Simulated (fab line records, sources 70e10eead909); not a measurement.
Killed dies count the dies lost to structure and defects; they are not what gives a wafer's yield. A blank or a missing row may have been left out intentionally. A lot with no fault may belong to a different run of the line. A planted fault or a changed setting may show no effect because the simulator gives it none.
Comparing a struck lot with a sound one / flow nand-harc / 15 out of 1302 route steps
Sound: the wafers L498.1, L498.2, L498.4. Wafers L509.2, L509.5, L509.6 were the ones struck. The cause is given at the end.
Order at every step that has rows: each side's tool, ch and its chambers, its first start. Under that, the readings that differ: sound wafers / struck wafers / difference of the means / sigmas: that difference in standard deviations of wafers without a fault.
alike: readings with means less than 2 such deviations apart, plus words and numbers identical on both sides. not compared: withheld readings, readings lacking a value on some wafer, bounds such as >300 that could conceal the same value, and numbers that have no deviation in the record and whose values overlap.
A row with sigmas, a row that says differs or no value, or rows on one side alone: a step with any of these is where the two part. Numbers that have no deviation but don't overlap get no sigmas and don't part them. Lack of a reading on every wafer of one side parts them only where that side has two or more wafers.

first, 7 steps without rows for these wafers: NHARC_P_STI_COAT_41 (time 65 s); NHARC_P_STI_COAT_03 (resist thk 600 nm); NHARC_P_STI_SOFTBAKE_04 (time 70 s); NHARC_P_STI_EBR_05; NHARC_P_STI_EXPOSE_06 (exposes mask P STI, target cd 200 nm); NHARC_P_STI_PEB_07 (peb time 80 s); NHARC_P_STI_DEVELOP_08 (time 50 s).
NHARC_P_STI_CD_MEAS_09: target cd 200 nm.
  sound on cd-sem-03 ch 0, day 7 09:56; struck on cd-sem-03 ch 0, day 11 23:13
reading=cd-nm (nm); sound=203.2 199.9 199.2; struck=198.9 196.3 196.2; difference=-3.6; sigmas=-2
NHARC_P_STI_OVL_MEAS_10:
  sound on overlay-01 at day 7 10:01; struck on overlay-02 at day 11 23:19
  alike: overlay-x-nm, overlay-y-nm
NHARC_P_STI_INSPECT_11:
  sound on defect-inspect-01 at day 7 10:04; struck on defect-inspect-01 at day 11 23:20
  alike: raw-defect-count
then, 1 step without rows for these wafers: NHARC_P_STI_HARDBAKE_13 (time 65 s).
NHARC_P_STI_DESCUM_14: chemistry O2, time 3 s.
  sound on rie-diel-01 ch 0,1,3, day 7 10:13; struck on rie-diel-07 ch 0,3, day 11 23:30
reading=oes-product-au (a.u.); sound=0.986 0.991 0.975; struck=0.995 1.008 1.011; difference=+0.021; sigmas=+2
  alike: drypump-motor-current-A, o2-flow-sccm, rf-vpp-V, showerhead-plenum-p-Torr, throttle-valve-pct
  not compared: rf-hours-counter-h
NHARC_P_STI_ETCH_42: etches the open film in N2/H2, target depth 80 nm, overetch 24 nm, time 61 s.
  sound on rie-diel-01 ch 0,1,3, day 7 10:17; struck on rie-diel-07 ch 0,2, day 11 23:35
  no value came back on the struck wafers for any of 8 readings (bias-w (W), chamber-pressure-mTorr (mTorr) and others); on the sound wafers bias-w (W) reads 150.7 149.5 150.5
NHARC_P_STI_ETCH_31: etches the open film in CF4/CHF3, target depth 108.9 nm, time 54.5 s.
  sound on rie-diel-01 ch 1,2,3; struck on rie-diel-07 ch 2,3, day 11 23:41
  alike: bias-w, cf4-flow-sccm, drypump-motor-current-A, oes-product-au, rf-vpp-V, showerhead-plenum-p-Torr, throttle-valve-pct
  not compared: rf-hours-counter-h
-- the record jumps here: 22 days lie between the struck wafers' starts before and after (it left off in module P_STI and takes up again in module END, whose first step shown is number 1302 of the route) --
NHARC_END_SORT_01:
  sound on prober-02 ch 0, day 28 23:13; struck on prober-01 ch 0, day 33 15:31
reading=killed-at-periphery; sound=4 10 8; struck=584 626 606; difference=+598; sigmas=+99 or more
reading=killed-dies; sound=32 51 37; struck=677 677 677; difference=+637; sigmas=+32
  alike: killed-at-array, killed-at-other, killed-open, killed-short

## WHERE THEY PART
First at NHARC_P_STI_CD_MEAS_09; last, within this record, at NHARC_END_SORT_01.

WHY: what the simulator had put in
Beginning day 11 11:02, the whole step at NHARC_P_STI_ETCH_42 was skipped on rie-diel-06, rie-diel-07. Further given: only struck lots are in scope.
